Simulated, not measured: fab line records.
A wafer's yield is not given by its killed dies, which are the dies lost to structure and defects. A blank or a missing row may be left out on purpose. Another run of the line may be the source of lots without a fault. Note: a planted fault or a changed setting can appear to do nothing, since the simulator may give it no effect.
Chamber matching / flow n5 finfet / 4 sister chambers for N5_FIN_SAQP_ETCH_34 on rie diel-03
The step etches SiO2 in C4F6/O2, target depth 45 nm, time 15 s. 18 wafers are shown with their chamber, then 9 later ones without.

== WAFERS WITH THEIR CHAMBER ==
wafer=L077.1; chamber=2; drypump motor current A (A)=6.6; rf vpp V (V)=682; throttle valve pct (%)=20.84
wafer=L077.2; chamber=3; drypump motor current A (A)=6.3; rf vpp V (V)=631; throttle valve pct (%)=21.10
wafer=L077.4; chamber=3; drypump motor current A (A)=6.3; rf vpp V (V)=633; throttle valve pct (%)=21.10
wafer=L078.1; chamber=1; drypump motor current A (A)=5.2; rf vpp V (V)=675; throttle valve pct (%)=21.03
wafer=L078.5; chamber=2; drypump motor current A (A)=6.6; rf vpp V (V)=682; throttle valve pct (%)=20.87
wafer=L078.6; chamber=1; drypump motor current A (A)=5.1; rf vpp V (V)=673; throttle valve pct (%)=21.02
wafer=L079.2; chamber=3; drypump motor current A (A)=6.3; rf vpp V (V)=632; throttle valve pct (%)=21.10
wafer=L079.3; chamber=1; drypump motor current A (A)=5.1; rf vpp V (V)=674; throttle valve pct (%)=21.05
wafer=L079.5; chamber=2; drypump motor current A (A)=6.6; rf vpp V (V)=681; throttle valve pct (%)=20.88
wafer=L086.1; chamber=2; drypump motor current A (A)=6.6; rf vpp V (V)=680; throttle valve pct (%)=20.89
wafer=L086.4; chamber=1; drypump motor current A (A)=5.2; rf vpp V (V)=672; throttle valve pct (%)=21.05
wafer=L086.5; chamber=2; drypump motor current A (A)=6.6; rf vpp V (V)=681; throttle valve pct (%)=20.88
wafer=L089.1; chamber=3; drypump motor current A (A)=6.3; rf vpp V (V)=631; throttle valve pct (%)=21.14
wafer=L089.3; chamber=1; drypump motor current A (A)=5.2; rf vpp V (V)=675; throttle valve pct (%)=21.07
wafer=L089.6; chamber=3; drypump motor current A (A)=6.3; rf vpp V (V)=631; throttle valve pct (%)=21.12
wafer=L090.1; chamber=2; drypump motor current A (A)=6.6; rf vpp V (V)=681; throttle valve pct (%)=20.90
wafer=L090.4; chamber=1; drypump motor current A (A)=5.2; rf vpp V (V)=673; throttle valve pct (%)=21.05
wafer=L090.6; chamber=0; drypump motor current A (A)=5.8; rf vpp V (V)=666; throttle valve pct (%)=21.13

SIGNATURES (means of the wafers above)
reading=drypump motor current A; chamber 0=5.800; chamber 1=5.167; chamber 2=6.600; chamber 3=6.300; scatter within a chamber=0.0309
reading=rf vpp V; chamber 0=666.00; chamber 1=673.67; chamber 2=681.17; chamber 3=631.60; scatter within a chamber=0.977
reading=throttle valve pct; chamber 0=21.1300; chamber 1=21.0450; chamber 2=20.8767; chamber 3=21.1120; scatter within a chamber=0.0188
Rule: a wafer lies at a distance from a chamber equal to the root of the sum of squares, over the readings, of (its reading less the chamber's mean, divided by the reading's scatter). The wafer belongs to the nearest chamber; if the next one is less than 2 further off, it can't be placed. The scatter is the square root of a quotient: the sum, over the shown wafers, of each reading's squared deviation from its chamber's mean, divided by wafers minus chambers.

== WAFERS WITHOUT THEIR CHAMBER ==
wafer=L092.1; drypump motor current A (A)=6.6; rf vpp V (V)=682; throttle valve pct (%)=20.88
wafer=L092.2; drypump motor current A (A)=5.1; rf vpp V (V)=674; throttle valve pct (%)=21.08
wafer=L092.4; drypump motor current A (A)=5.8; rf vpp V (V)=667; throttle valve pct (%)=21.14
wafer=L094.4; drypump motor current A (A)=6.3; rf vpp V (V)=631; throttle valve pct (%)=21.14
wafer=L094.5; drypump motor current A (A)=5.8; rf vpp V (V)=666; throttle valve pct (%)=21.12
wafer=L094.6; drypump motor current A (A)=6.3; rf vpp V (V)=631; throttle valve pct (%)=21.16
wafer=L097.1; drypump motor current A (A)=5.8; rf vpp V (V)=665; throttle valve pct (%)=21.15
wafer=L097.2; drypump motor current A (A)=6.6; rf vpp V (V)=681; throttle valve pct (%)=20.93
wafer=L097.6; drypump motor current A (A)=5.2; rf vpp V (V)=673; throttle valve pct (%)=21.08

== CHAMBER TAKEN BY EACH ==
wafer=L092.1; from the rows above=2; in truth=2
wafer=L092.2; from the rows above=1; in truth=1
wafer=L092.4; from the rows above=0; in truth=0
wafer=L094.4; from the rows above=3; in truth=3
wafer=L094.5; from the rows above=0; in truth=0
wafer=L094.6; from the rows above=3; in truth=3
wafer=L097.1; from the rows above=0; in truth=0
wafer=L097.2; from the rows above=2; in truth=2
wafer=L097.6; from the rows above=1; in truth=1
9 of 9 placed correctly. Left unplaced by these rows: 0. Placed wrongly: 0.
